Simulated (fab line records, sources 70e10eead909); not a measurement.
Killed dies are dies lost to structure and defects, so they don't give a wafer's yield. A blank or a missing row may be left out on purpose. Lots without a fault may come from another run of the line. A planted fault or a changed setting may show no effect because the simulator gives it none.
Chamber matching | flow nand_harc | NHARC_A_STAIRCASE_DEP_156 on pecvd-01: 3 sister chambers
The step deposits SiNx, target thk 50 nm. 14 wafers are shown with their chamber, then 7 later ones without.

WAFERS WITH THEIR CHAMBER
wafer  | chamber | heater_power_w (W)
L074.3 | 2       | 601
L074.4 | 1       | 669
L074.6 | 0       | 619
L077.1 | 1       | 628
L077.2 | 2       | 594
L077.4 | 1       | 635
L079.1 | 0       | 625
L079.3 | 1       | 642
L079.5 | 0       | 631
L087.2 | 1       | 598
L087.4 | 1       | 602
L087.6 | 2       | 578
L091.2 | 1       | 649
L091.3 | 0       | 674

SIGNATURES (means of the wafers above)
reading        | chamber 0 | chamber 1 | chamber 2 | scatter within a chamber
heater_power_w | 637.25    | 631.86    | 591.00    | 23.3
Rule: a wafer's distance from a chamber is the root of the sum, over the readings, of the square of ((its reading less the chamber's mean) divided by the reading's scatter). The wafer belongs to the nearest chamber; if the next one is less than 2 further off, it can't be placed. The scatter: the root of (the sum of the squares of (reading less its chamber's mean) over the shown wafers, divided by (wafers less chambers)).

WAFERS WITHOUT THEIR CHAMBER
wafer  | heater_power_w (W)
L091.5 | 630
L091.1 | 558
L091.4 | 682
L091.6 | 570
L095.1 | 581
L095.2 | 588
L095.6 | 584

WHICH CHAMBER EACH WENT THROUGH
wafer  | from the rows above          | in truth
L091.5 | can't be placed: 1 or 0 or 2 | 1
L091.1 | can't be placed: 2 or 1 or 0 | 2
L091.4 | can't be placed: 0 or 1 or 2 | 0
L091.6 | can't be placed: 2 or 1 or 0 | 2
L095.1 | can't be placed: 2 or 1 or 0 | 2
L095.2 | can't be placed: 2 or 1 or 0 | 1
L095.6 | can't be placed: 2 or 1 or 0 | 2
Placed correctly: 0 of 7. Can't be placed from these rows: 7 (the true chamber is among the candidates in 7). Placed wrongly: 0.
